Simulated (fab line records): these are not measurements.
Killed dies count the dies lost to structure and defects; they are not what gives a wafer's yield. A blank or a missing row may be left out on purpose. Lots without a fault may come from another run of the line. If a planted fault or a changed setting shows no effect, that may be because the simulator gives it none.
fab line records :: flow nand_harc
[record]
  lots = 6
  wafers = 17
  last_day = 33
route steps=1302 shown A_BONDPAD@1208
lots untouched by any fault: they come from a run of this same line in which no faults occurred
start_h: hours from the record's first day to the start of the lot's first wafer shown :: wait_h: time in hours since the lot's previous step :: " the same as in the row above :: L1.1+2: one row covering several wafers at once :: - value missing, or start not given :: * or withheld: withheld :: < > ~ a bound
route shown NAME@n: a module of which the file shows steps, and the number in the route of the first :: usual: the fault-free wafers' mean and standard deviation :: same: alike in all rows :: chamber/n: place in a boat :: sites: the reading at each site :: _std_site: standard deviation across them :: _edge_site: the outer-site mean with the inner-site mean subtracted :: radius_mm: how far each site lies from the wafer's centre :: mask NAME#n: copy n :: behind: tool/chamber where the wafer was last shaped :: hold: why the lot was held/for how many hours/how that ended :: device: transistor that didn't switch, given as n, p or np :: end of line: tests run on the same wafers once the route is complete :: step lacking rows: just its recipe :: killed: dies lost to structure and defects at the first sort, not the wafer's yield :: map: dies across one wafer; x = killed, . = not, _ = none there
set.NAME: the setting as run; set.NAME@STEP: as run at that earlier step :: model.NAME: the simulator's own value behind a step, which no gauge read
certain route steps with their lots: each step a table, each wafer a row
services: from which hour (start_h, from the record's first day; less than 0 if before it) a tool's chamber was out of use, for how many hours, and why
[[steps]]
[step NHARC_A_BONDPAD_COAT_33]
[recipe]
  temp_c = 200
  time_s = 65
[step NHARC_A_BONDPAD_COAT_03]
[recipe]
  spin_rpm = 2000
  resist_thk_nm = 600
[step NHARC_A_BONDPAD_SOFTBAKE_04]
[recipe]
  temp_c = 125
  time_s = 70
[step NHARC_A_BONDPAD_EBR_05]
[step NHARC_A_BONDPAD_EXPOSE_06]
[recipe]
  na = 0.55
  dose_mj = 36.99
  mask_id = A_BPAD
[step NHARC_A_BONDPAD_PEB_07]
[recipe]
  peb_temp_c = 128
  peb_time_s = 80
[step NHARC_A_BONDPAD_DEVELOP_08]
[recipe]
  time_s = 50
  dev_temp_c = 22
[step NHARC_A_BONDPAD_CD_MEAS_09]
[recipe]
  target_cd_nm = 500
  landing_energy_ev = 500
[usual]
  cd_nm = 499.8/1.3
lot.wafer: L725.1
tool: cd_sem-02
chamber: 0
start_h: 553.19
wait_h: -
cd_nm: 499.1

lot.wafer: L725.4
tool: cd_sem-02
chamber: 0
start_h: 553.19
wait_h: -
cd_nm: 497.2

lot.wafer: L725.5
tool: cd_sem-02
chamber: 0
start_h: 553.19
wait_h: -
cd_nm: 500.7

lot.wafer: L730.2
tool: cd_sem-02
chamber: 0
start_h: 584.18
wait_h: -
cd_nm: 498.5

lot.wafer: L730.6
tool: cd_sem-02
chamber: 0
start_h: 584.18
wait_h: -
cd_nm: 497.8

lot.wafer: L732.1
tool: cd_sem-03
chamber: 0
start_h: 604.53
wait_h: -
cd_nm: 499.9

lot.wafer: L732.4
tool: cd_sem-03
chamber: 0
start_h: 604.53
wait_h: -
cd_nm: 499.3

lot.wafer: L732.6
tool: cd_sem-03
chamber: 0
start_h: 604.53
wait_h: -
cd_nm: 499.5

lot.wafer: L741.1
tool: cd_sem-03
chamber: 0
start_h: 696.73
wait_h: -
cd_nm: 499.7

lot.wafer: L741.4
tool: cd_sem-03
chamber: 0
start_h: 696.73
wait_h: -
cd_nm: 499.3

lot.wafer: L741.6
tool: cd_sem-03
chamber: 0
start_h: 696.73
wait_h: -
cd_nm: 501.7

lot.wafer: L739.1
tool: cd_sem-03
chamber: 0
start_h: 698.53
wait_h: -
cd_nm: 500.6

lot.wafer: L739.2
tool: cd_sem-03
chamber: 0
start_h: 698.53
wait_h: -
cd_nm: 496.4

lot.wafer: L739.5
tool: cd_sem-03
chamber: 0
start_h: 698.53
wait_h: -
cd_nm: 500.6

lot.wafer: L748.3
tool: cd_sem-03
chamber: 0
start_h: 766.02
wait_h: -
cd_nm: 499.3

lot.wafer: L748.4
tool: cd_sem-03
chamber: 0
start_h: 766.02
wait_h: -
cd_nm: 499.6

lot.wafer: L748.6
tool: cd_sem-03
chamber: 0
start_h: 766.02
wait_h: -
cd_nm: 499.2
[step NHARC_A_BONDPAD_OVL_MEAS_35]
[usual]
  overlay_x_nm = -2/6.7
  overlay_y_nm = 1/5.4
lot.wafer: L725.1
tool: overlay-02
chamber: -
start_h: 553.27
wait_h: -
overlay_x_nm: 2
overlay_y_nm: 8

lot.wafer: L725.4
tool: overlay-02
chamber: -
start_h: 553.27
wait_h: -
overlay_x_nm: 2
overlay_y_nm: 8

lot.wafer: L725.5
tool: overlay-02
chamber: -
start_h: 553.27
wait_h: -
overlay_x_nm: 2
overlay_y_nm: 8

lot.wafer: L730.2
tool: overlay-01
chamber: -
start_h: 584.27
wait_h: -
overlay_x_nm: -1
overlay_y_nm: 3

lot.wafer: L730.6
tool: overlay-01
chamber: -
start_h: 584.27
wait_h: -
overlay_x_nm: -1
overlay_y_nm: 3

lot.wafer: L732.1
tool: overlay-02
chamber: -
start_h: 604.62
wait_h: -
overlay_x_nm: -8
overlay_y_nm: -2

lot.wafer: L732.4
tool: overlay-02
chamber: -
start_h: 604.62
wait_h: -
overlay_x_nm: -8
overlay_y_nm: -2

lot.wafer: L732.6
tool: overlay-02
chamber: -
start_h: 604.62
wait_h: -
overlay_x_nm: -9
overlay_y_nm: -2

lot.wafer: L741.1
tool: overlay-02
chamber: -
start_h: 696.81
wait_h: -
overlay_x_nm: -7
overlay_y_nm: 0

lot.wafer: L741.4
tool: overlay-02
chamber: -
start_h: 696.81
wait_h: -
overlay_x_nm: -7
overlay_y_nm: 1

lot.wafer: L741.6
tool: overlay-02
chamber: -
start_h: 696.81
wait_h: -
overlay_x_nm: -7
overlay_y_nm: 0

lot.wafer: L739.1
tool: overlay-01
chamber: -
start_h: 698.62
wait_h: -
overlay_x_nm: -6
overlay_y_nm: 5

lot.wafer: L739.2
tool: overlay-01
chamber: -
start_h: 698.62
wait_h: -
overlay_x_nm: -6
overlay_y_nm: 6

lot.wafer: L739.5
tool: overlay-01
chamber: -
start_h: 698.62
wait_h: -
overlay_x_nm: -6
overlay_y_nm: 6

lot.wafer: L748.3
tool: overlay-02
chamber: -
start_h: 766.10
wait_h: -
overlay_x_nm: -13
overlay_y_nm: -3

lot.wafer: L748.4
tool: overlay-02
chamber: -
start_h: 766.10
wait_h: -
overlay_x_nm: -13
overlay_y_nm: -3

lot.wafer: L748.6
tool: overlay-02
chamber: -
start_h: 766.10
wait_h: -
overlay_x_nm: -13
overlay_y_nm: -2
[step NHARC_A_BONDPAD_HARDBAKE_10]
[recipe]
  temp_c = 118
  time_s = 65
[step NHARC_A_BONDPAD_DESCUM_11]
[recipe]
  time_s = 3
  o2_flow_sccm = 200
  ar_flow_sccm = 0
  bias_power_w = 0
  chemistry = O2
[usual]
  chamber_pressure_mTorr = 60.00/0.05
  drypump_motor_current_A = 5.63/0.28
  oes_product_au = 1.000/0.0074
  rf_vpp_V = 57.7/0.93
  showerhead_plenum_p_Torr = 1.88/0.064
  throttle_valve_pct = 11.312/0.0094
lot.wafer: L725.1
tool: rie_diel-04
chamber: 0
start_h: 553.41
wait_h: -
chamber_pressure_mTorr: 60.10
drypump_motor_current_A: 5.86
oes_product_au: 0.996
rf_hours_counter_h: 2
rf_vpp_V: 56.6
showerhead_plenum_p_Torr: 1.84
throttle_valve_pct: 11.322

lot.wafer: L725.4
tool: rie_diel-04
chamber: 2
start_h: 553.41
wait_h: -
chamber_pressure_mTorr: 60.03
drypump_motor_current_A: 6.24
oes_product_au: 0.993
rf_hours_counter_h: 2
rf_vpp_V: 56.4
showerhead_plenum_p_Torr: 1.80
throttle_valve_pct: 11.296

lot.wafer: L725.5
tool: rie_diel-04
chamber: 0
start_h: 553.41
wait_h: -
chamber_pressure_mTorr: 60.04
drypump_motor_current_A: 5.82
oes_product_au: 0.994
rf_hours_counter_h: -
rf_vpp_V: 57.8
showerhead_plenum_p_Torr: 1.84
throttle_valve_pct: 11.315

lot.wafer: L730.2
tool: rie_diel-08
chamber: 3
start_h: 584.39
wait_h: -
chamber_pressure_mTorr: 59.92
drypump_motor_current_A: 5.36
oes_product_au: 0.994
rf_hours_counter_h: 0
rf_vpp_V: 56.4
showerhead_plenum_p_Torr: 1.86
throttle_valve_pct: 11.299

lot.wafer: L730.6
tool: rie_diel-08
chamber: 3
start_h: 584.39
wait_h: -
chamber_pressure_mTorr: 60.03
drypump_motor_current_A: 5.36
oes_product_au: 0.987
rf_hours_counter_h: -
rf_vpp_V: 58.9
showerhead_plenum_p_Torr: 1.86
throttle_valve_pct: 11.300

lot.wafer: L732.1
tool: rie_diel-08
chamber: 1
start_h: 604.75
wait_h: -
chamber_pressure_mTorr: 60.05
drypump_motor_current_A: 5.59
oes_product_au: 0.998
rf_hours_counter_h: 1
rf_vpp_V: 58.0
showerhead_plenum_p_Torr: 1.78
throttle_valve_pct: 11.324

lot.wafer: L732.4
tool: rie_diel-08
chamber: 1
start_h: 604.75
wait_h: -
chamber_pressure_mTorr: 60.03
drypump_motor_current_A: 5.61
oes_product_au: 0.995
rf_hours_counter_h: -
rf_vpp_V: 56.1
showerhead_plenum_p_Torr: 1.78
throttle_valve_pct: 11.314

lot.wafer: L732.6
tool: rie_diel-08
chamber: 0
start_h: 604.75
wait_h: -
chamber_pressure_mTorr: 59.86
drypump_motor_current_A: 5.28
oes_product_au: 1.001
rf_hours_counter_h: -
rf_vpp_V: 58.7
showerhead_plenum_p_Torr: 1.87
throttle_valve_pct: 11.299

lot.wafer: L741.1
tool: rie_diel-08
chamber: 3
start_h: 696.95
wait_h: -
chamber_pressure_mTorr: 59.97
drypump_motor_current_A: 5.35
oes_product_au: 0.999
rf_hours_counter_h: 4
rf_vpp_V: 56.9
showerhead_plenum_p_Torr: 1.86
throttle_valve_pct: 11.308

lot.wafer: L741.4
tool: rie_diel-08
chamber: 0
start_h: 696.95
wait_h: -
chamber_pressure_mTorr: 59.94
drypump_motor_current_A: 5.30
oes_product_au: 1.007
rf_hours_counter_h: 4
rf_vpp_V: 56.3
showerhead_plenum_p_Torr: 1.87
throttle_valve_pct: 11.318

lot.wafer: L741.6
tool: rie_diel-08
chamber: 2
start_h: 696.95
wait_h: -
chamber_pressure_mTorr: 59.94
drypump_motor_current_A: 5.72
oes_product_au: 1.012
rf_hours_counter_h: -
rf_vpp_V: 57.8
showerhead_plenum_p_Torr: 1.90
throttle_valve_pct: 11.332

lot.wafer: L739.1
tool: rie_diel-08
chamber: 3
start_h: 698.76
wait_h: -
chamber_pressure_mTorr: 60.00
drypump_motor_current_A: 5.36
oes_product_au: 0.991
rf_hours_counter_h: 5
rf_vpp_V: 58.7
showerhead_plenum_p_Torr: 1.86
throttle_valve_pct: 11.335

lot.wafer: L739.2
tool: rie_diel-08
chamber: 0
start_h: 698.76
wait_h: -
chamber_pressure_mTorr: 60.04
drypump_motor_current_A: 5.25
oes_product_au: 1.013
rf_hours_counter_h: 4
rf_vpp_V: 57.5
showerhead_plenum_p_Torr: 1.87
throttle_valve_pct: 11.300

lot.wafer: L739.5
tool: rie_diel-08
chamber: 3
start_h: 698.76
wait_h: -
chamber_pressure_mTorr: 60.08
drypump_motor_current_A: 5.34
oes_product_au: 1.000
rf_hours_counter_h: -
rf_vpp_V: 57.2
showerhead_plenum_p_Torr: 1.86
throttle_valve_pct: 11.316

lot.wafer: L748.4
tool: rie_diel-04
chamber: 0
start_h: 766.24
wait_h: -
chamber_pressure_mTorr: 60.09
drypump_motor_current_A: 5.87
oes_product_au: 0.989
rf_hours_counter_h: 5
rf_vpp_V: 59.6
showerhead_plenum_p_Torr: 1.84
throttle_valve_pct: 11.318

lot.wafer: L748.3
tool: rie_diel-04
chamber: 1
start_h: 766.24
wait_h: -
chamber_pressure_mTorr: 59.98
drypump_motor_current_A: 5.68
oes_product_au: 0.988
rf_hours_counter_h: 5
rf_vpp_V: 58.3
showerhead_plenum_p_Torr: 1.93
throttle_valve_pct: 11.318

lot.wafer: L748.6
tool: rie_diel-04
chamber: 0
start_h: 766.24
wait_h: -
chamber_pressure_mTorr: 60.03
drypump_motor_current_A: 5.85
oes_product_au: 0.998
rf_hours_counter_h: -
rf_vpp_V: 57.6
showerhead_plenum_p_Torr: 1.84
throttle_valve_pct: 11.291
[step NHARC_A_BONDPAD_ETCH_34]
[recipe]
  target_depth_a = 600
  overetch_a = 180
  time_s = 65.91
  ion_energy_ev = 200
  n2_flow_sccm = 150
  h2_flow_sccm = 150
  ar_flow_sccm = 0
  rf_w = 400
  bias_w = 150
  chemistry = N2/H2
[usual]
  chamber_pressure_mTorr = 29.996/0.028
  drypump_motor_current_A = 5.63/0.28
  oes_product_au = 1.000/0.0073
  rf_vpp_V = 429.3/2.2
  showerhead_plenum_p_Torr = 2.00/0.071
  throttle_valve_pct = 14.171/0.0088
lot.wafer: L725.4
tool: rie_diel-04
chamber: 0
start_h: 553.49
wait_h: 0.1
chamber_pressure_mTorr: 29.933
drypump_motor_current_A: 5.84
oes_product_au: 0.999
rf_hours_counter_h: 2
rf_vpp_V: 428.4
showerhead_plenum_p_Torr: 1.96
throttle_valve_pct: 14.172

lot.wafer: L725.1
tool: rie_diel-04
chamber: 2
start_h: 553.49
wait_h: 0.1
chamber_pressure_mTorr: 30.014
drypump_motor_current_A: 6.23
oes_product_au: 0.995
rf_hours_counter_h: 2
rf_vpp_V: 426.9
showerhead_plenum_p_Torr: 1.91
throttle_valve_pct: 14.166

lot.wafer: L725.5
tool: rie_diel-04
chamber: 0
start_h: 553.49
wait_h: 0.1
chamber_pressure_mTorr: 30.037
drypump_motor_current_A: 5.82
oes_product_au: 0.992
rf_hours_counter_h: -
rf_vpp_V: 428.0
showerhead_plenum_p_Torr: 1.96
throttle_valve_pct: 14.191

lot.wafer: L730.2
tool: rie_diel-08
chamber: 3
start_h: 584.48
wait_h: 0.1
chamber_pressure_mTorr: 29.964
drypump_motor_current_A: 5.38
oes_product_au: 0.991
rf_hours_counter_h: 0
rf_vpp_V: 427.6
showerhead_plenum_p_Torr: 1.98
throttle_valve_pct: 14.175

lot.wafer: L730.6
tool: rie_diel-08
chamber: 0
start_h: 584.48
wait_h: 0.1
chamber_pressure_mTorr: 30.006
drypump_motor_current_A: 5.28
oes_product_au: 1.004
rf_hours_counter_h: -
rf_vpp_V: 429.2
showerhead_plenum_p_Torr: 1.99
throttle_valve_pct: 14.180

lot.wafer: L732.1
tool: rie_diel-08
chamber: 3
start_h: 604.86
wait_h: 0.1
chamber_pressure_mTorr: 29.996
drypump_motor_current_A: 5.37
oes_product_au: 0.996
rf_hours_counter_h: 1
rf_vpp_V: 427.9
showerhead_plenum_p_Torr: 1.98
throttle_valve_pct: 14.176

lot.wafer: L732.6
tool: rie_diel-08
chamber: 1
start_h: 604.86
wait_h: 0.1
chamber_pressure_mTorr: 30.008
drypump_motor_current_A: 5.63
oes_product_au: 0.999
rf_hours_counter_h: -
rf_vpp_V: 428.9
showerhead_plenum_p_Torr: 1.90
throttle_valve_pct: 14.170

lot.wafer: L732.4
tool: rie_diel-08
chamber: 0
start_h: 604.86
wait_h: 0.1
chamber_pressure_mTorr: 29.980
drypump_motor_current_A: 5.27
oes_product_au: 1.001
rf_hours_counter_h: -
rf_vpp_V: 429.9
showerhead_plenum_p_Torr: 1.99
throttle_valve_pct: 14.165

lot.wafer: L741.4
tool: rie_diel-08
chamber: 3
start_h: 697.02
wait_h: 0.1
chamber_pressure_mTorr: 29.950
drypump_motor_current_A: 5.35
oes_product_au: 1.007
rf_hours_counter_h: 4
rf_vpp_V: 429.7
showerhead_plenum_p_Torr: 1.98
throttle_valve_pct: 14.158

lot.wafer: L741.1
tool: rie_diel-08
chamber: 0
start_h: 697.02
wait_h: 0.1
chamber_pressure_mTorr: 30.038
drypump_motor_current_A: 5.29
oes_product_au: 1.019
rf_hours_counter_h: 4
rf_vpp_V: 429.1
showerhead_plenum_p_Torr: 1.99
throttle_valve_pct: 14.180

lot.wafer: L741.6
tool: rie_diel-08
chamber: 0
start_h: 697.02
wait_h: 0.1
chamber_pressure_mTorr: 30.002
drypump_motor_current_A: 5.33
oes_product_au: 1.006
rf_hours_counter_h: -
rf_vpp_V: 430.0
showerhead_plenum_p_Torr: 1.99
throttle_valve_pct: 14.162

lot.wafer: L739.1
tool: rie_diel-08
chamber: 1
start_h: 698.84
wait_h: 0.1
chamber_pressure_mTorr: 29.983
drypump_motor_current_A: 5.60
oes_product_au: 0.993
rf_hours_counter_h: 3
rf_vpp_V: 426.7
showerhead_plenum_p_Torr: 1.90
throttle_valve_pct: 14.171

lot.wafer: L739.2
tool: rie_diel-08
chamber: 2
start_h: 698.84
wait_h: 0.1
chamber_pressure_mTorr: 30.000
drypump_motor_current_A: 5.71
oes_product_au: 1.000
rf_hours_counter_h: 4
rf_vpp_V: 430.6
showerhead_plenum_p_Torr: 2.02
throttle_valve_pct: 14.160

lot.wafer: L739.5
tool: rie_diel-08
chamber: 0
start_h: 698.84
wait_h: 0.1
chamber_pressure_mTorr: 29.976
drypump_motor_current_A: 5.28
oes_product_au: 1.011
rf_hours_counter_h: -
rf_vpp_V: 429.6
showerhead_plenum_p_Torr: 1.99
throttle_valve_pct: 14.167

lot.wafer: L748.3
tool: rie_diel-04
chamber: 1
start_h: 766.34
wait_h: 0.1
chamber_pressure_mTorr: 29.981
drypump_motor_current_A: 5.68
oes_product_au: 0.988
rf_hours_counter_h: 5
rf_vpp_V: 429.6
showerhead_plenum_p_Torr: 2.06
throttle_valve_pct: 14.179

lot.wafer: L748.4
tool: rie_diel-04
chamber: 2
start_h: 766.34
wait_h: 0.1
chamber_pressure_mTorr: 29.983
drypump_motor_current_A: 6.23
oes_product_au: 1.003
rf_hours_counter_h: 6
rf_vpp_V: 428.0
showerhead_plenum_p_Torr: 1.90
throttle_valve_pct: 14.173

lot.wafer: L748.6
tool: rie_diel-04
chamber: 0
start_h: 766.34
wait_h: 0.1
chamber_pressure_mTorr: 30.014
drypump_motor_current_A: 5.84
oes_product_au: 0.995
rf_hours_counter_h: -
rf_vpp_V: 427.8
showerhead_plenum_p_Torr: 1.95
throttle_valve_pct: 14.173
[step NHARC_A_BONDPAD_ETCH_12]
[recipe]
  target_depth_a = 2200
  time_s = 110
  chf3_flow_sccm = 50
  o2_flow_sccm = 10
  ar_flow_sccm = 200
  rf_w = 500
  bias_w = 200
  chemistry = CHF3/O2
[usual]
  chamber_pressure_mTorr = 25.000/0.022
  drypump_motor_current_A = 5.64/0.28
  oes_product_au = 0.946/0.022
  rf_vpp_V = 369.5/1.8
  showerhead_plenum_p_Torr = 2.35/0.074
  throttle_valve_pct = 20.573/0.0085
lot.wafer: L725.4
tool: rie_diel-04
chamber: 0
start_h: 553.58
wait_h: -
chamber_pressure_mTorr: 25.019
drypump_motor_current_A: 5.79
oes_product_au: 0.968
rf_hours_counter_h: 2
rf_vpp_V: 369.4
showerhead_plenum_p_Torr: 2.32
throttle_valve_pct: 20.577

lot.wafer: L725.1
tool: rie_diel-04
chamber: 2
start_h: 553.58
wait_h: -
chamber_pressure_mTorr: 24.991
drypump_motor_current_A: 6.20
oes_product_au: 0.982
rf_hours_counter_h: 2
rf_vpp_V: 367.8
showerhead_plenum_p_Torr: 2.26
throttle_valve_pct: 20.574

lot.wafer: L725.5
tool: rie_diel-04
chamber: 0
start_h: 553.58
wait_h: -
chamber_pressure_mTorr: 25.037
drypump_motor_current_A: 5.84
oes_product_au: 0.973
rf_hours_counter_h: -
rf_vpp_V: 369.4
showerhead_plenum_p_Torr: 2.32
throttle_valve_pct: 20.581

lot.wafer: L730.2
tool: rie_diel-08
chamber: 3
start_h: 584.58
wait_h: -
chamber_pressure_mTorr: 24.984
drypump_motor_current_A: 5.36
oes_product_au: 0.934
rf_hours_counter_h: 1
rf_vpp_V: 370.0
showerhead_plenum_p_Torr: 2.34
throttle_valve_pct: 20.562

lot.wafer: L730.6
tool: rie_diel-08
chamber: 2
start_h: 584.58
wait_h: -
chamber_pressure_mTorr: 25.030
drypump_motor_current_A: 5.71
oes_product_au: 0.878
rf_hours_counter_h: -
rf_vpp_V: 370.2
showerhead_plenum_p_Torr: 2.38
throttle_valve_pct: 20.581

lot.wafer: L732.1
tool: rie_diel-08
chamber: 1
start_h: 604.98
wait_h: -
chamber_pressure_mTorr: 24.996
drypump_motor_current_A: 5.62
oes_product_au: 0.891
rf_hours_counter_h: 1
rf_vpp_V: 368.1
showerhead_plenum_p_Torr: 2.25
throttle_valve_pct: 20.574

lot.wafer: L732.4
tool: rie_diel-08
chamber: 3
start_h: 604.98
wait_h: -
chamber_pressure_mTorr: 24.969
drypump_motor_current_A: 5.36
oes_product_au: 0.949
rf_hours_counter_h: -
rf_vpp_V: 370.1
showerhead_plenum_p_Torr: 2.34
throttle_valve_pct: 20.558

lot.wafer: L732.6
tool: rie_diel-08
chamber: 1
start_h: 604.98
wait_h: -
chamber_pressure_mTorr: 24.995
drypump_motor_current_A: 5.60
oes_product_au: 0.889
rf_hours_counter_h: -
rf_vpp_V: 367.0
showerhead_plenum_p_Torr: 2.25
throttle_valve_pct: 20.575

lot.wafer: L741.1
tool: rie_diel-08
chamber: 2
start_h: 697.12
wait_h: -
chamber_pressure_mTorr: 25.003
drypump_motor_current_A: 5.68
oes_product_au: 0.963
rf_hours_counter_h: 3
rf_vpp_V: 369.7
showerhead_plenum_p_Torr: 2.38
throttle_valve_pct: 20.578

lot.wafer: L741.4
tool: rie_diel-08
chamber: 0
start_h: 697.12
wait_h: -
chamber_pressure_mTorr: 25.013
drypump_motor_current_A: 5.29
oes_product_au: 0.975
rf_hours_counter_h: 4
rf_vpp_V: 370.1
showerhead_plenum_p_Torr: 2.34
throttle_valve_pct: 20.582

lot.wafer: L741.6
tool: rie_diel-08
chamber: 3
start_h: 697.12
wait_h: -
chamber_pressure_mTorr: 24.970
drypump_motor_current_A: 5.40
oes_product_au: 0.936
rf_hours_counter_h: -
rf_vpp_V: 367.6
showerhead_plenum_p_Torr: 2.34
throttle_valve_pct: 20.573

lot.wafer: L739.2
tool: rie_diel-08
chamber: 2
start_h: 698.93
wait_h: -
chamber_pressure_mTorr: 25.027
drypump_motor_current_A: 5.70
oes_product_au: 0.932
rf_hours_counter_h: 4
rf_vpp_V: 371.3
showerhead_plenum_p_Torr: 2.38
throttle_valve_pct: 20.582

lot.wafer: L739.1
tool: rie_diel-08
chamber: 3
start_h: 698.93
wait_h: -
chamber_pressure_mTorr: 24.985
drypump_motor_current_A: 5.36
oes_product_au: 0.923
rf_hours_counter_h: 5
rf_vpp_V: 369.1
showerhead_plenum_p_Torr: 2.34
throttle_valve_pct: 20.587

lot.wafer: L739.5
tool: rie_diel-08
chamber: 2
start_h: 698.93
wait_h: -
chamber_pressure_mTorr: 25.012
drypump_motor_current_A: 5.69
oes_product_au: 0.942
rf_hours_counter_h: -
rf_vpp_V: 370.9
showerhead_plenum_p_Torr: 2.38
throttle_valve_pct: 20.562

lot.wafer: L748.4
tool: rie_diel-04
chamber: 2
start_h: 766.43
wait_h: -
chamber_pressure_mTorr: 24.976
drypump_motor_current_A: 6.20
oes_product_au: 0.922
rf_hours_counter_h: 6
rf_vpp_V: 367.4
showerhead_plenum_p_Torr: 2.25
throttle_valve_pct: 20.574

lot.wafer: L748.3
tool: rie_diel-04
chamber: 3
start_h: 766.43
wait_h: -
chamber_pressure_mTorr: 25.006
drypump_motor_current_A: 5.74
oes_product_au: 0.931
rf_hours_counter_h: 6
rf_vpp_V: 371.1
showerhead_plenum_p_Torr: 2.45
throttle_valve_pct: 20.561

lot.wafer: L748.6
tool: rie_diel-04
chamber: 2
start_h: 766.43
wait_h: -
chamber_pressure_mTorr: 25.001
drypump_motor_current_A: 6.22
oes_product_au: 0.921
rf_hours_counter_h: -
rf_vpp_V: 367.4
showerhead_plenum_p_Torr: 2.25
throttle_valve_pct: 20.569
[step NHARC_A_BONDPAD_CD_MEAS_13]
[usual]
  cd_nm = 499.4/1.4
lot.wafer: L725.1
tool: cd_sem-01
chamber: -
start_h: 553.71
wait_h: -
cd_nm: 498.3

lot.wafer: L725.4
tool: cd_sem-01
chamber: -
start_h: 553.71
wait_h: -
cd_nm: 496.8

lot.wafer: L725.5
tool: cd_sem-01
chamber: -
start_h: 553.71
wait_h: -
cd_nm: 499.8

lot.wafer: L730.2
tool: cd_sem-01
chamber: -
start_h: 584.71
wait_h: -
cd_nm: 497.4

lot.wafer: L730.6
tool: cd_sem-01
chamber: -
start_h: 584.71
wait_h: -
cd_nm: 496.3

lot.wafer: L732.1
tool: cd_sem-02
chamber: -
start_h: 605.11
wait_h: -
cd_nm: 499.4

lot.wafer: L732.4
tool: cd_sem-02
chamber: -
start_h: 605.11
wait_h: -
cd_nm: 498.8

lot.wafer: L732.6
tool: cd_sem-02
chamber: -
start_h: 605.11
wait_h: -
cd_nm: 499.1

lot.wafer: L741.1
tool: cd_sem-01
chamber: -
start_h: 697.26
wait_h: -
cd_nm: 498.7

lot.wafer: L741.4
tool: cd_sem-01
chamber: -
start_h: 697.26
wait_h: -
cd_nm: 499.8

lot.wafer: L741.6
tool: cd_sem-01
chamber: -
start_h: 697.26
wait_h: -
cd_nm: 501.0

lot.wafer: L739.1
tool: cd_sem-03
chamber: -
start_h: 699.06
wait_h: -
cd_nm: 499.8

lot.wafer: L739.2
tool: cd_sem-03
chamber: -
start_h: 699.06
wait_h: -
cd_nm: 496.2

lot.wafer: L739.5
tool: cd_sem-03
chamber: -
start_h: 699.06
wait_h: -
cd_nm: 499.2

lot.wafer: L748.3
tool: cd_sem-03
chamber: -
start_h: 766.56
wait_h: -
cd_nm: 498.7

lot.wafer: L748.4
tool: cd_sem-03
chamber: -
start_h: 766.56
wait_h: -
cd_nm: 498.1

lot.wafer: L748.6
tool: cd_sem-03
chamber: -
start_h: 766.56
wait_h: -
cd_nm: 499.5
[[services]]
tool: rie_diel-08
chamber: 1
start_h: 531.43
hours: 16.2
kind: repair

tool: rie_diel-04
chamber: -
start_h: 532.65
hours: 9.0
kind: pm

tool: rie_diel-08
chamber: -
start_h: 544.80
hours: 9.0
kind: pm

tool: rie_diel-08
chamber: 0
start_h: 544.80
hours: 9.0
kind: vent_cycle

tool: rie_diel-08
chamber: 2
start_h: 544.80
hours: 9.0
kind: vent_cycle

tool: rie_diel-08
chamber: 3
start_h: 544.80
hours: 9.0
kind: vent_cycle

tool: rie_diel-08
chamber: 0
start_h: 553.80
hours: -
kind: clean

tool: rie_diel-08
chamber: 1
start_h: 553.80
hours: -
kind: clean

tool: rie_diel-08
chamber: 2
start_h: 553.80
hours: -
kind: clean

tool: rie_diel-08
chamber: 3
start_h: 553.80
hours: -
kind: clean

tool: rie_diel-08
chamber: 0
start_h: 578.30
hours: -
kind: clean

tool: rie_diel-08
chamber: 1
start_h: 578.30
hours: -
kind: clean

tool: rie_diel-08
chamber: 2
start_h: 578.30
hours: -
kind: clean

tool: rie_diel-08
chamber: 3
start_h: 578.30
hours: -
kind: clean

tool: rie_diel-08
chamber: -
start_h: 592.77
hours: 2.5
kind: repair

tool: rie_diel-08
chamber: 2
start_h: 596.07
hours: 8.9
kind: repair

tool: rie_diel-08
chamber: 0
start_h: 602.80
hours: -
kind: clean

tool: rie_diel-08
chamber: 2
start_h: 621.34
hours: 4.0
kind: repair

tool: rie_diel-04
chamber: 2
start_h: 628.00
hours: 28.6
kind: repair

tool: rie_diel-04
chamber: 3
start_h: 639.10
hours: 1.6
kind: repair

tool: rie_diel-08
chamber: 1
start_h: 681.08
hours: 14.5
kind: repair

tool: rie_diel-04
chamber: -
start_h: 709.65
hours: 9.0
kind: pm

tool: rie_diel-08
chamber: -
start_h: 721.80
hours: 9.0
kind: pm

tool: rie_diel-08
chamber: 0
start_h: 742.08
hours: 6.3
kind: repair
[[key]]
[first_sign]
  step = NHARC_A_BONDPAD_ETCH_12
  reading = oes_product_au
  direction = down
  sigmas = 2.8
  usual = 0.946
  struck = 0.886
effect none on later readings
met_at NHARC_A_BONDPAD_ETCH_12
struck_wafers L730.6,L732.1,L732.6
later_rows_left_out L730.6,L732.1,L732.6
sort_left_out L730.6,L732.1,L732.6
[fault]
  kind = process_parameter_drift
  tool = rie_diel-08
  chamber = -
  onset_h = 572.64
  steps = NHARC_A_BONDPAD_ETCH_12
  channel = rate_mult
  offset = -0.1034
  shape = step
  end_h = 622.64
  scope = struck_wafers_only
// sort_left_out: the simulated sort isn't trusted on such a fault, so these wafers' sort isn't shown, and their yield isn't known
// later_rows_left_out: the simulator's readings of these wafers behind a module that went badly wrong aren't trusted and aren't shown, but for the sort
